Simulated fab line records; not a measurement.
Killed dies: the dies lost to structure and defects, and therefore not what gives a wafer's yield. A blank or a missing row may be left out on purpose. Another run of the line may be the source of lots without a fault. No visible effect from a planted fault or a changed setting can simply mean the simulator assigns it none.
Code-filled problem report in 8D (eight disciplines) form | flow n5-finfet | the parts of the form that need people (team, actions taken, sign-off) are left out

1. WHAT IS WRONG
At N5_BEOL_M0_SAQP_ETCH_73, etch-rf-on-time-s averages 19.6 s over 2 wafers from 2 lots, while fault-free wafers read 32.1 s, standard deviation 0.74. Relative to the usual mean, that is a shift of -17 standard deviations.
The step: etches SiARC in CF4, target depth 19.5 nm, time 32.5 s.
First seen on wafer L864.5, day 9 02:16, on rie-diel-02. Wafers with a number at this step in the record: 26, from 9 lots. Rule for "out", or "out of limits": more than 4 standard deviations from the usual mean. The rest of the wafers with a number are treated as sound.

2. WHAT IT IS, WHAT IT ISN'T
question                    | is                | is not
which readings at this step | etch-rf-on-time-s | drypump-motor-current-A, showerhead-plenum-p-Torr
which lots                  | L864, L870        | L852, L853, L855, L861, L871, L872, L873
which wafers of those lots  | L864.5, L870.5    | L864.1, L864.4, L870.2, L870.4
read on which tools         | rie-diel-02       | rie-diel-03, rie-diel-05
when                        | from day 9 02:16  | up to then (13 sound wafers); but 11 sound wafers of L870, L871, L872, L873 came after

3. SUSPECTS, AND WHAT RULES EACH OUT
Counting: any tool at a process step up to the reading remains a suspect provided it ran every lot that is out. Sound lots after the first of them don't rule it out here, since some wafers of a struck lot are sound.
- rie-diel-02 at N5_BEOL_M0_SAQP_ETCH_73 (etches SiARC in CF4, target depth 19.5 nm, time 32.5 s): kept. Ran every lot that is out, first one L864 (day 9 02:16); last sound lot up to then L861 (day 8 05:01). On those wafers its own readings are out: etch-rf-on-time-s.
The count leaves rie-diel-02 at N5_BEOL_M0_SAQP_ETCH_73.

4. THE CAUSE (what the simulator had put in)
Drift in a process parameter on rie-diel-02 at N5_BEOL_M0_SAQP_ETCH_73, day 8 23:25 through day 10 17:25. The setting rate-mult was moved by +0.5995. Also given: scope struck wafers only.
Only this tool survived the counting.

5. THE EFFECT CHAIN, in route order
Rows list readings where the struck wafers' mean (over those with a number) sits beyond 3 standard deviations from the usual. Only readings for which the record gives a usual standard deviation are gone through. hours: the time from each lot's start at the first step in this table that gives one to its start at this step, as a median over the lots. sigmas: the change in usual standard deviations.
hours | step                    | reading           | usual     | on struck wafers | change | sigmas
0     | N5_BEOL_M0_SAQP_ETCH_73 | etch-rf-on-time-s | 32.1 s    | 19.6             | -12.5  | -17
0     | N5_BEOL_M0_SAQP_ETCH_73 | oes-product-au    | 0.69 a.u. | 0.97             | +0.28  | +4.4
The process steps in it:
- N5_BEOL_M0_SAQP_ETCH_73: etches SiARC in CF4, target depth 19.5 nm, time 32.5 s.
Later measuring or inspecting steps at which every struck wafer that the step has a row for has a number for every such reading, and none has moved that far: N5_BEOL_M4_RC_MEAS_101.

6. HOW IT WOULD HAVE BEEN CAUGHT EARLIER
In this record the first reading out of limits was taken at day 9 02:16, 3 hours after the fault began at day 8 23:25.
